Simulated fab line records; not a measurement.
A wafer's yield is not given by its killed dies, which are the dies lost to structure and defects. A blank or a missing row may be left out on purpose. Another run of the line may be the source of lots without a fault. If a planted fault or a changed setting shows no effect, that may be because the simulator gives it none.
What tool caused it? + flow n5_finfet + 45 wafers from 15 lots sampled at 6 of the route's 1938 steps

WHAT THE GAUGES SHOWED, per wafer
N5_BEOL_M14_CD_MEAS_17: target cd 250 nm. Usual: 249.7 nm for cd_nm, sd 2.3.
| lot  | measured     | on        | cd_nm (nm)        | flag |
|------|--------------|-----------|-------------------|------|
| L758 | day 11 12:15 | cd_sem-01 | 249.4 253.1 245.2 |      |
| L759 | day 11 18:17 | cd_sem-02 | 250.1 250.6 246.9 |      |
| L762 | day 13 05:04 | cd_sem-02 | 246.8 249.6 246.2 |      |
| L764 | day 13 10:58 | cd_sem-02 | 249.6 249.4 248.1 |      |
| L763 | day 13 11:47 | cd_sem-03 | 252.7 248.2 247.5 |      |
| L766 | day 13 20:51 | cd_sem-03 | - - -             | OFF  |
| L768 | day 14 00:28 | cd_sem-02 | - - -             | OFF  |
| L767 | day 14 05:19 | cd_sem-03 | - - -             | OFF  |
| L773 | day 15 14:49 | cd_sem-03 | 249.3 247.6 251.4 |      |
| L775 | day 15 19:44 | cd_sem-01 | 253.0 249.0 248.2 |      |
| L778 | day 16 11:57 | cd_sem-03 | 248.8 247.9 248.5 |      |
| L776 | day 16 19:32 | cd_sem-02 | 248.7 252.8 248.8 |      |
| L779 | day 17 00:52 | cd_sem-01 | 247.4 251.2 244.5 |      |
| L777 | day 17 01:29 | cd_sem-03 | 247.7 248.0 247.0 |      |
| L780 | day 17 16:38 | cd_sem-02 | 255.0 252.3 250.0 |      |

WHICH TOOL RAN EACH LOT (tool, then ch and the chambers of the sampled wafers, then the start)
| lot  | N5_BEOL_M13_DESCUM_33              | N5_BEOL_M13_TRENCH_ETCH_34         | N5_BEOL_M13_STRIP_37                 | N5_BEOL_M14_ILD_DEP_00          | N5_BEOL_M14_VIA_ETCH_16            |
|------|------------------------------------|------------------------------------|--------------------------------------|---------------------------------|------------------------------------|
| L758 | rie_diel-06 ch 0,1,3, day 11 06:11 | rie_diel-06 ch 0,1,3, day 11 06:35 | plasma_asher-01 ch 0,1, day 11 06:48 | pecvd-02 ch 0,1, day 11 11:03   | rie_diel-02 ch 0,1,2, day 11 11:54 |
| L759 | rie_diel-05 ch 0,1,3, day 11 12:49 | rie_diel-05 ch 0,1,3, day 11 13:13 | plasma_asher-02 ch 0,1, day 11 13:26 | pecvd-01 ch 0,1, day 11 17:16   | rie_diel-04 ch 0,1,2, day 11 17:56 |
| L762 | rie_diel-06 ch 1,3, day 12 21:56   | rie_diel-06 ch 1,3, day 12 22:21   | plasma_asher-02 ch 0,1, day 12 22:34 | pecvd-02 ch 0,1,2, day 13 03:43 | rie_diel-02 ch 0,1,3, day 13 04:43 |
| L764 | rie_diel-05 ch 0,3, day 13 05:10   | rie_diel-05 ch 0,3, day 13 05:34   | plasma_asher-02 ch 0,1, day 13 05:47 | pecvd-03 ch 0,2, day 13 09:50   | rie_diel-01 ch 0,3, day 13 10:37   |
| L763 | rie_diel-06 ch 1,2,3, day 13 05:19 | rie_diel-06 ch 1,2,3, day 13 05:43 | plasma_asher-02 ch 0,1, day 13 05:56 | pecvd-02 ch 0,1, day 13 10:38   | rie_diel-01 ch 2,3, day 13 11:26   |
| L766 | rie_diel-05 ch 0,1, day 13 15:14   | rie_diel-05 ch 0,1, day 13 15:38   | plasma_asher-02 ch 0,1, day 13 15:51 | pecvd-01 ch 0,1,2, day 13 19:41 | rie_diel-01 ch 0,1,2, day 13 20:31 |
| L768 | rie_diel-05 ch 0,1,3, day 13 17:27 | rie_diel-05 ch 1, day 13 17:52     | plasma_asher-01 ch 0,1, day 13 18:08 | pecvd-02 ch 0,1, day 13 23:26   | rie_diel-01 ch 0,2,3, day 14 00:07 |
| L767 | rie_diel-03 ch 0,1,3, day 14 00:19 | rie_diel-03 ch 0,1,3, day 14 00:43 | plasma_asher-02 ch 0,1, day 14 00:57 | pecvd-02 ch 0,1,2, day 14 04:19 | rie_diel-04 ch 1,2, day 14 04:59   |
| L773 | rie_diel-06 ch 1,2,3, day 15 08:50 | rie_diel-06 ch 1,2,3, day 15 09:14 | plasma_asher-01 ch 0,1, day 15 09:28 | pecvd-01 ch 1,2, day 15 13:48   | rie_diel-04 ch 0,1,3, day 15 14:28 |
| L775 | rie_diel-03 ch 0,2,3, day 15 14:40 | rie_diel-03 ch 0,2,3, day 15 15:04 | plasma_asher-02 ch 0,1, day 15 15:17 | pecvd-01 ch 0,1,2, day 15 18:43 | rie_diel-01 ch 1,2,3, day 15 19:23 |
| L778 | rie_diel-05 ch 0,2,3, day 16 04:10 | rie_diel-05 ch 0,2,3, day 16 04:34 | plasma_asher-01 ch 0,1, day 16 04:46 | pecvd-03 ch 0,1,2, day 16 10:48 | rie_diel-02 ch 1,3, day 16 11:36   |
| L776 | rie_diel-03 ch 2,3, day 16 13:20   | rie_diel-03 ch 2,3, day 16 13:45   | plasma_asher-02 ch 0,1, day 16 13:58 | pecvd-01 ch 0,2, day 16 18:21   | rie_diel-02 ch 0,2, day 16 19:04   |
| L779 | rie_diel-03 ch 1,2,3, day 16 20:37 | rie_diel-03 ch 1,2,3, day 16 21:01 | plasma_asher-02 ch 0,1, day 16 21:14 | pecvd-01 ch 0,1, day 16 23:50   | rie_diel-01 ch 0,2,3, day 17 00:31 |
| L777 | rie_diel-05 ch 0,3, day 16 20:39   | rie_diel-05 ch 0,3, day 16 21:04   | plasma_asher-01 ch 0,1, day 16 21:16 | pecvd-02 ch 0,2, day 17 00:21   | rie_diel-04 ch 0,1,2, day 17 01:08 |
| L780 | rie_diel-06 ch 0,3, day 17 07:52   | rie_diel-06 ch 0,3, day 17 08:16   | plasma_asher-01 ch 0,1, day 17 08:30 | pecvd-02 ch 0,2, day 17 15:28   | rie_diel-02 ch 1,2, day 17 16:16   |
- N5_BEOL_M13_DESCUM_33: chemistry O2, time 7.9 s.
- N5_BEOL_M13_TRENCH_ETCH_34: etches SiOC in C4F8/O2/Ar, target depth 413.47 nm, time 162.6 s.
- N5_BEOL_M13_STRIP_37: strips in N2/H2.
- N5_BEOL_M14_ILD_DEP_00: deposits SiO2 from TEOS/O2, target thk 1119.3 nm, time 237.4 s.
- N5_BEOL_M14_VIA_ETCH_16: etches SiO2 in C4F8/O2/Ar, target depth 1231.3 nm.

AS READ BY THE TOOLS THEMSELVES (means over the sampled wafers that have a number; for cases with no such wafer, the mark the record gives instead)
N5_BEOL_M13_DESCUM_33. Usual: bias_power_w 20.01 W, standard deviation 0.069; chamber_pressure_mTorr 20.001 mTorr, standard deviation 0.018; drypump_motor_current_A 5.38 A, standard deviation 0.27; oes_product_au 0.80 a.u., standard deviation 0.098; rf_vpp_V 243.3 V, standard deviation 1; showerhead_plenum_p_Torr 2.10 Torr, standard deviation 0.045; throttle_valve_pct 20.37 %, standard deviation 0.23.
| lot  | tool        | bias_power_w (W) | chamber_pressure_mTorr (mTorr) | drypump_motor_current_A (A) | oes_product_au (a.u.) | rf_vpp_V (V) | showerhead_plenum_p_Torr (Torr) | throttle_valve_pct (%) | flag |
|------|-------------|------------------|--------------------------------|-----------------------------|-----------------------|--------------|---------------------------------|------------------------|------|
| L758 | rie_diel-06 | 19.99            | 19.991                         | 5.29                        | 0.78                  | 244.1        | 2.13                            | 20.38                  |      |
| L759 | rie_diel-05 | 19.99            | 19.988                         | 5.28                        | 0.86                  | 243.7        | 2.08                            | 20.27                  |      |
| L762 | rie_diel-06 | 20.10            | 19.996                         | 5.40                        | 0.83                  | 243.4        | 2.11                            | 20.31                  |      |
| L764 | rie_diel-05 | 20.00            | 20.016                         | 5.12                        | 0.86                  | 243.0        | 2.10                            | 20.35                  |      |
| L763 | rie_diel-06 | 20.02            | 20.000                         | 5.54                        | 0.77                  | 243.8        | 2.09                            | 20.56                  |      |
| L766 | rie_diel-05 | 20.05            | 19.987                         | 5.31                        | 0.89                  | 242.7        | 2.06                            | 20.16                  |      |
| L768 | rie_diel-05 | 19.96            | 19.991                         | 5.26                        | 0.83                  | 244.1        | 2.07                            | 20.31                  |      |
| L767 | rie_diel-03 | 20.05            | 20.013                         | 5.46                        | 0.79                  | 243.8        | 2.13                            | 20.31                  |      |
| L773 | rie_diel-06 | 20.02            | 20.007                         | 5.55                        | 0.75                  | 243.4        | 2.09                            | 20.58                  |      |
| L775 | rie_diel-03 | 19.98            | 20.012                         | 5.46                        | 0.82                  | 242.3        | 2.08                            | 20.26                  |      |
| L778 | rie_diel-05 | 20.05            | 20.017                         | 5.36                        | 0.83                  | 242.5        | 2.10                            | 20.35                  |      |
| L776 | rie_diel-03 | 19.94            | 20.003                         | 5.22                        | 0.87                  | 243.0        | 2.07                            | 20.27                  |      |
| L779 | rie_diel-03 | 19.97            | 19.996                         | 5.23                        | 0.82                  | 243.6        | 2.12                            | 20.35                  |      |
| L777 | rie_diel-05 | 19.98            | 20.000                         | 5.20                        | 0.77                  | 243.0        | 2.07                            | 20.49                  |      |
| L780 | rie_diel-06 | 20.02            | 19.998                         | 5.23                        | 0.67                  | 243.1        | 2.10                            | 20.64                  |      |

N5_BEOL_M13_TRENCH_ETCH_34. Usual: C4F8_flow_sccm 15.01 sccm, standard deviation 0.042; chamber_pressure_mTorr 30.00 mTorr, standard deviation 0.035; drypump_motor_current_A 5.39 A, standard deviation 0.27; mfc_ar_sccm 400.3 sccm, standard deviation 1.2; oes_product_au 0.80 a.u., standard deviation 0.095; rf_vpp_V 665.9 V, standard deviation 2.1; showerhead_plenum_p_Torr 3.44 Torr, standard deviation 0.081; throttle_valve_pct 24.18 %, standard deviation 0.21.
| lot  | tool        | C4F8_flow_sccm (sccm) | chamber_pressure_mTorr (mTorr) | drypump_motor_current_A (A) | mfc_ar_sccm (sccm) | oes_product_au (a.u.) | rf_vpp_V (V) | showerhead_plenum_p_Torr (Torr) | throttle_valve_pct (%) | flag |
|------|-------------|-----------------------|--------------------------------|-----------------------------|--------------------|-----------------------|--------------|---------------------------------|------------------------|------|
| L758 | rie_diel-06 | 15.01                 | 30.00                          | 5.29                        | 402.0              | 0.77                  | 666.8        | 3.48                            | 24.20                  |      |
| L759 | rie_diel-05 | 15.02                 | 30.00                          | 5.28                        | 400.1              | 0.86                  | 664.9        | 3.41                            | 24.07                  |      |
| L762 | rie_diel-06 | 14.98                 | 30.02                          | 5.41                        | 399.9              | 0.82                  | 666.3        | 3.46                            | 24.18                  |      |
| L764 | rie_diel-05 | 14.98                 | 29.99                          | 5.11                        | 399.9              | 0.87                  | 666.3        | 3.45                            | 24.25                  |      |
| L763 | rie_diel-06 | 15.02                 | 30.02                          | 5.56                        | 399.6              | 0.76                  | 665.2        | 3.42                            | 24.33                  |      |
| L766 | rie_diel-05 | 15.02                 | 29.98                          | 5.32                        | 401.6              | 0.89                  | 664.5        | 3.37                            | 23.92                  |      |
| L768 | rie_diel-05 | 15.02                 | 30.00                          | 5.46                        | 400.2              | 0.86                  | 663.6        | 3.32                            | 23.76                  |      |
| L767 | rie_diel-03 | 15.01                 | 30.02                          | 5.46                        | 399.5              | 0.79                  | 667.3        | 3.48                            | 24.12                  |      |
| L773 | rie_diel-06 | 15.02                 | 29.97                          | 5.57                        | 400.0              | 0.75                  | 665.2        | 3.41                            | 24.36                  |      |
| L775 | rie_diel-03 | 14.99                 | 30.01                          | 5.45                        | 400.6              | 0.82                  | 664.8        | 3.39                            | 24.03                  |      |
| L778 | rie_diel-05 | 15.03                 | 30.01                          | 5.34                        | 401.0              | 0.82                  | 666.9        | 3.45                            | 24.24                  |      |
| L776 | rie_diel-03 | 15.01                 | 30.02                          | 5.24                        | 400.0              | 0.87                  | 664.8        | 3.38                            | 24.07                  |      |
| L779 | rie_diel-03 | 15.04                 | 30.02                          | 5.24                        | 399.6              | 0.83                  | 667.0        | 3.46                            | 24.18                  |      |
| L777 | rie_diel-05 | 14.97                 | 29.94                          | 5.20                        | 400.7              | 0.75                  | 665.7        | 3.40                            | 24.32                  |      |
| L780 | rie_diel-06 | 15.04                 | 29.97                          | 5.25                        | 399.7              | 0.68                  | 665.9        | 3.42                            | 24.36                  |      |

N5_BEOL_M13_STRIP_37. Usual: drypump_motor_current_A 5.5 A, standard deviation 0.56; h2_flow_sccm 3250 sccm, standard deviation 8.6; heater_power_w 346 W, standard deviation 35; oes_product_au 0.784 a.u., standard deviation 0.01.
| lot  | tool            | drypump_motor_current_A (A) | h2_flow_sccm (sccm) | heater_power_w (W) | oes_product_au (a.u.) | flag |
|------|-----------------|-----------------------------|---------------------|--------------------|-----------------------|------|
| L758 | plasma_asher-01 | 6.2                         | 3249                | 390                | 0.779                 |      |
| L759 | plasma_asher-02 | 5.3                         | 3260                | 337                | 0.798                 |      |
| L762 | plasma_asher-02 | 5.1                         | 3249                | 333                | 0.784                 |      |
| L764 | plasma_asher-02 | 5.1                         | 3251                | 331                | 0.782                 |      |
| L763 | plasma_asher-02 | 5.1                         | 3249                | 327                | 0.778                 |      |
| L766 | plasma_asher-02 | 5.1                         | 3243                | 331                | 0.790                 |      |
| L768 | plasma_asher-01 | 6.1                         | 3248                | 354                | 0.784                 |      |
| L767 | plasma_asher-02 | 5.1                         | 3244                | 333                | 0.783                 |      |
| L773 | plasma_asher-01 | 6.1                         | 3249                | 385                | 0.797                 |      |
| L775 | plasma_asher-02 | 5.1                         | 3250                | 328                | 0.786                 |      |
| L778 | plasma_asher-01 | 6.1                         | 3249                | 361                | 0.791                 |      |
| L776 | plasma_asher-02 | 5.3                         | 3248                | 337                | 0.772                 |      |
| L779 | plasma_asher-02 | 5.1                         | 3244                | 334                | 0.778                 |      |
| L777 | plasma_asher-01 | 6.2                         | 3247                | 395                | 0.787                 |      |
| L780 | plasma_asher-01 | 6.2                         | 3252                | 386                | 0.788                 |      |

N5_BEOL_M14_ILD_DEP_00. Usual: chamber_pressure_Torr 6.500 Torr, standard deviation 0.013; heater_power_outer_w 298 W, standard deviation 85; heater_power_w 536 W, standard deviation 94; showerhead_plenum_p_Torr 8.38 Torr, standard deviation 0.039; throttle_valve_pct 18.7 %, standard deviation 0.66.
| lot  | tool     | chamber_pressure_Torr (Torr) | heater_power_outer_w (W) | heater_power_w (W) | showerhead_plenum_p_Torr (Torr) | throttle_valve_pct (%) | flag |
|------|----------|------------------------------|--------------------------|--------------------|---------------------------------|------------------------|------|
| L758 | pecvd-02 | 6.487                        | 306                      | 556                | 8.41                            | 19.5                   |      |
| L759 | pecvd-01 | 6.506                        | 391                      | 618                | 8.37                            | 18.5                   |      |
| L762 | pecvd-02 | 6.490                        | 239                      | 472                | 8.40                            | 18.8                   |      |
| L764 | pecvd-03 | 6.501                        | 233                      | 474                | 8.35                            | 18.3                   |      |
| L763 | pecvd-02 | 6.488                        | 276                      | 519                | 8.40                            | 19.6                   |      |
| L766 | pecvd-01 | -                            | -                        | -                  | -                               | -                      | OFF  |
| L768 | pecvd-02 | -                            | -                        | -                  | -                               | -                      | OFF  |
| L767 | pecvd-02 | -                            | -                        | -                  | -                               | -                      | OFF  |
| L773 | pecvd-01 | 6.495                        | 322                      | 516                | 8.32                            | 18.4                   |      |
| L775 | pecvd-01 | 6.507                        | 325                      | 548                | 8.35                            | 18.6                   |      |
| L778 | pecvd-03 | 6.488                        | 286                      | 533                | 8.36                            | 18.4                   |      |
| L776 | pecvd-01 | 6.504                        | 270                      | 480                | 8.31                            | 18.7                   |      |
| L779 | pecvd-01 | 6.493                        | 370                      | 589                | 8.36                            | 18.7                   |      |
| L777 | pecvd-02 | 6.495                        | 258                      | 489                | 8.40                            | 19.3                   |      |
| L780 | pecvd-02 | 6.514                        | 238                      | 473                | 8.40                            | 18.7                   |      |

N5_BEOL_M14_VIA_ETCH_16. Usual: C4F8_flow_sccm 16.00 sccm, standard deviation 0.05; chamber_pressure_mTorr 20.001 mTorr, standard deviation 0.019; drypump_motor_current_A 5.8 A, standard deviation 0.52; mfc_ar_sccm 400.0 sccm, standard deviation 1.3; oes_f_703_au 0.77 a.u., standard deviation 0.071; oes_o_777_au 0.78 a.u., standard deviation 0.073; oes_product_au 0.70 a.u., standard deviation 0.066; rf_vpp_V 2215 V, standard deviation 35; showerhead_plenum_p_Torr 3.42 Torr, standard deviation 0.092; throttle_valve_pct 30.90 %, standard deviation 0.24.
| lot  | tool        | C4F8_flow_sccm (sccm) | chamber_pressure_mTorr (mTorr) | drypump_motor_current_A (A) | mfc_ar_sccm (sccm) | oes_f_703_au (a.u.) | oes_o_777_au (a.u.) | oes_product_au (a.u.) | rf_vpp_V (V) | showerhead_plenum_p_Torr (Torr) | throttle_valve_pct (%) | flag |
|------|-------------|-----------------------|--------------------------------|-----------------------------|--------------------|---------------------|---------------------|-----------------------|--------------|---------------------------------|------------------------|------|
| L758 | rie_diel-02 | 16.00                 | 20.008                         | 6.0                         | 399.6              | 0.78                | 0.78                | 0.70                  | 2227         | 3.49                            | 30.96                  |      |
| L759 | rie_diel-04 | 15.97                 | 20.005                         | 6.3                         | 400.5              | 0.75                | 0.75                | 0.67                  | 2218         | 3.32                            | 30.93                  |      |
| L762 | rie_diel-02 | 15.99                 | 19.980                         | 5.8                         | 400.1              | 0.75                | 0.75                | 0.69                  | 2201         | 3.43                            | 31.14                  |      |
| L764 | rie_diel-01 | 16.04                 | 20.015                         | 5.9                         | 397.0              | 0.77                | 0.77                | 0.71                  | 2183         | 3.48                            | 30.67                  |      |
| L763 | rie_diel-01 | 16.02                 | 20.005                         | 5.9                         | 401.1              | 0.75                | 0.76                | 0.69                  | 2216         | 3.42                            | 30.61                  |      |
| L766 | rie_diel-01 | 15.97                 | 20.005                         | 5.3                         | 399.8              | 0.77                | 0.79                | 0.29                  | 2216         | 3.43                            | 30.19                  | OFF  |
| L768 | rie_diel-01 | 16.00                 | 19.991                         | 5.6                         | 399.4              | 0.77                | 0.77                | 0.30                  | 2209         | 3.42                            | 30.07                  | OFF  |
| L767 | rie_diel-04 | 15.96                 | 19.995                         | 6.1                         | 400.2              | 0.87                | 0.87                | 0.32                  | 2194         | 3.33                            | 29.92                  | OFF  |
| L773 | rie_diel-04 | 15.95                 | 19.996                         | 6.0                         | 400.3              | 0.86                | 0.85                | 0.78                  | 2249         | 3.43                            | 31.05                  |      |
| L775 | rie_diel-01 | 16.05                 | 19.989                         | 5.6                         | 400.5              | 0.73                | 0.75                | 0.67                  | 2223         | 3.41                            | 30.74                  |      |
| L778 | rie_diel-02 | 16.03                 | 20.017                         | 5.5                         | 399.0              | 0.69                | 0.67                | 0.61                  | 2192         | 3.38                            | 31.31                  |      |
| L776 | rie_diel-02 | 15.99                 | 20.011                         | 5.8                         | 401.0              | 0.75                | 0.75                | 0.67                  | 2227         | 3.51                            | 30.90                  |      |
| L779 | rie_diel-01 | 15.99                 | 19.979                         | 5.5                         | 399.9              | 0.74                | 0.75                | 0.68                  | 2206         | 3.40                            | 30.78                  |      |
| L777 | rie_diel-04 | 16.02                 | 20.013                         | 6.3                         | 399.7              | 0.87                | 0.87                | 0.78                  | 2228         | 3.43                            | 30.83                  |      |
| L780 | rie_diel-02 | 16.02                 | 19.987                         | 6.4                         | 400.7              | 0.68                | 0.67                | 0.61                  | 2239         | 3.43                            | 31.14                  |      |

THE ANSWER, worked out from the rows above alone
Rule: a lot is off if the mean of its wafers that have a number lies more than 3 standard deviations from the usual mean. A lot without any number at a reading at which 4 lots or more have one is off too. Any other lot the step has rows for is counted as sound. The gauges are gone through in route order, then the tools' own readings, and for those a lot's mean is taken as printed above. At the first step where some lot is off, the reading lying furthest off is the one used; lots without a number count as furthest.
Off: L766, L768, L767 (N5_BEOL_M14_CD_MEAS_17, cd_nm). Without a number there: L766, L768, L767.
If a tool, at a process step before that reading, ran all the lots that are off and no sound lot after the first of them, it fits. The gauges at N5_BEOL_M14_CD_MEAS_17 aren't tried: what is off there is off at N5_BEOL_M14_ILD_DEP_00 too, on other tools, and a gauge's error can't cause that. None of those tried fits.

WHAT HAD BEEN PUT IN BY THE SIMULATOR
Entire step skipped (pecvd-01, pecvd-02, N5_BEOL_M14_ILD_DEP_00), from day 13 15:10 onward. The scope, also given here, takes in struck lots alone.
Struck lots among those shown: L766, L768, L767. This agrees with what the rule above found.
